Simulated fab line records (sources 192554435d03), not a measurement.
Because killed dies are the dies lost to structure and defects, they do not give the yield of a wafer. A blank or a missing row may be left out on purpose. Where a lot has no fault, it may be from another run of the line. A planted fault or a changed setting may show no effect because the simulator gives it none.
A lot that was struck, set against a sound lot / flow n5-finfet / 37 out of 1938 route steps
Sound: wafers L475.2, L475.3, L475.6. Struck: wafers L483.1, L483.2, L483.5. At the end, the cause is stated.
Each step with rows lists, per side, the tool, then ch with its chambers, then its first start. Under that, the readings that differ: sound wafers / struck wafers / difference of the means / sigmas: that difference in standard deviations of wafers without a fault.
alike: a reading whose means differ by less than 2 such deviations, as well as words and numbers matching on both sides. not compared: withheld readings; readings where some wafer has no value; bounds like >300 that might hide an equal value; numbers whose values overlap and for which the record gives no deviation.
A row with sigmas, a row that says differs or no value, or rows on one side alone: a step with any of these is where the two part. Numbers that have no deviation but don't overlap get no sigmas and don't part them. A reading that every wafer of one side lacks parts them only if that side has two wafers or more.

first, 9 steps without rows for these wafers: N5_BEOL_M4_ANNEAL_95 (time 240 s); N5_BEOL_M4_SPUTTER_96 (material Cu, target thk 4.5 nm, time 8.29 s); N5_BEOL_M4_ECD_50 (material Cu, target thk 300 nm); N5_BEOL_M4_ANNEAL_51 (time 90 s); N5_BEOL_M4_CMP_52 (polishes, stops on SiOC, t overpolish 6.8 s, target thk 40 nm); N5_BEOL_M4_PRE_CLEAN_60 (time 15 s); N5_BEOL_M4_CO_CAP_55 (material Co, precursor CCTBA/H2, target thk 2 nm, time 102.1 s); N5_BEOL_M4_PRE_CLEAN_56 (time 15 s); N5_BEOL_M4_DEP_57 (deposits SiCN from 3MS/NH3, target thk 8 nm, time 14 s).
N5_BEOL_M4_RC_MEAS_101:
  sound on prober-01 ch 0, day 10 03:54; struck on prober-01 ch 0, day 12 01:55
  alike: DIBL_N, DIBL_P, IOFF_N, IOFF_P, ION_N, ION_P, SS_N, SS_P, VT_N, VT_P
then, 24 steps without rows for these wafers: N5_BEOL_M5_ILD_DEP_00 (deposits SiCOH lowk from DEMS/porogen, target thk 140.64 nm, time 25.9 s); N5_BEOL_M5_CURE_79 (cures SiCOH lowk, time 240 s); N5_BEOL_M5_PECVD_70 (deposits SiO2 from TEOS/O2, target thk 16 nm, time 18 s); N5_BEOL_M5_HM_DEP_02 (deposits TiN, target thk 20 nm); N5_BEOL_M5_COAT_59 (time 60 s, resist thk 60 nm); N5_BEOL_M5_COAT_60 (time 60 s, resist thk 12 nm); N5_BEOL_M5_COAT_71 (time 60 s, resist thk 5 nm); N5_BEOL_M5_COAT_05 (resist thk 30 nm); N5_BEOL_M5_EBR_07; N5_BEOL_M5_SOFTBAKE_06 (time 60 s); N5_BEOL_M5_EXPOSE_08 (exposes mask M5, target cd 28 nm); N5_BEOL_M5_PEB_09 (peb time 60 s); N5_BEOL_M5_DEVELOP_10 (develop time 30 s); N5_BEOL_M5_DESCUM_16 (chemistry O2, time 7 s); N5_BEOL_M5_ETCH_72 (etches underlayer in N2/H2, target depth 6.5 nm, time 5.2 s); N5_BEOL_M5_ETCH_61 (etches SiARC in CF4, target depth 15.6 nm, time 26 s); N5_BEOL_M5_ETCH_62 (etches SOC in N2/H2, target depth 75 nm, overetch 15 nm, time 112.5 s); N5_BEOL_M5_STRIP_63 (strips in N2/H2); N5_BEOL_M5_STRIP_73 (strips in N2/H2); N5_BEOL_M5_STRIP_64 (strips in CF4); N5_BEOL_M5_HM_OPEN_17 (chemistry Cl2/BCl3, target TiN, target depth 20 nm, overetch 6 nm); N5_BEOL_M5_STRIP_19 (strips in O2); N5_BEOL_M5_COAT_65 (time 60 s, resist thk 60 nm); N5_BEOL_M5_COAT_66 (time 60 s, resist thk 12 nm).
N5_BEOL_M9_STRIP_36: strips in N2/H2.
  sound on rie-diel-05 ch 0,3, day 11 23:12; struck on rie-diel-05 ch 0,1,2, day 13 20:21
  no value came back on the struck wafers for any of 9 readings (bias-power-w (W), chamber-pressure-mTorr (mTorr) and others); on the sound wafers bias-power-w (W) reads 7.012 7.005 7.018
reading=model.SOC_of_BEOL_M9_COAT_63.thk-nm (nm); sound=0 0 0; struck=50.4 50.6 50.8; difference=+50.6; sigmas=
  not compared: rf-hours-counter-h
N5_BEOL_M9_ETCH_41: etches SiCN in CH3F/O2, target depth 36.6 nm, time 70.1 s.
  sound on rie-diel-05 ch 0,3; struck on rie-diel-05 ch 0,1,2, day 13 20:26
reading=model.SOC_of_BEOL_M9_COAT_63.thk-nm (nm); sound=0 0 0; struck=27 28.4 29; difference=+28; sigmas=
  alike: drypump-motor-current-A, oes-product-au, rf-vpp-V, showerhead-plenum-p-Torr, throttle-valve-pct
  not compared: rf-hours-counter-h
-- a jump in the record: the struck wafers' starts before and after are 3 days apart (it breaks off in module BEOL_M9 and resumes in module PASSIVATION, where the first step shown is number 1936 of the route) --
N5_PASSIVATION_PROBE_49:
  record: rows for the struck wafers here (prober-02, day 16 09:48), none for the sound ones

== WHERE THEY PART ==
Last at N5_PASSIVATION_PROBE_49 as far as this record goes, first at N5_BEOL_M9_STRIP_36.

WHY: what the simulator had put in
At N5_BEOL_M9_STRIP_36, the step was skipped entirely on rie-diel-05 from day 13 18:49 on. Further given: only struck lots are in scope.
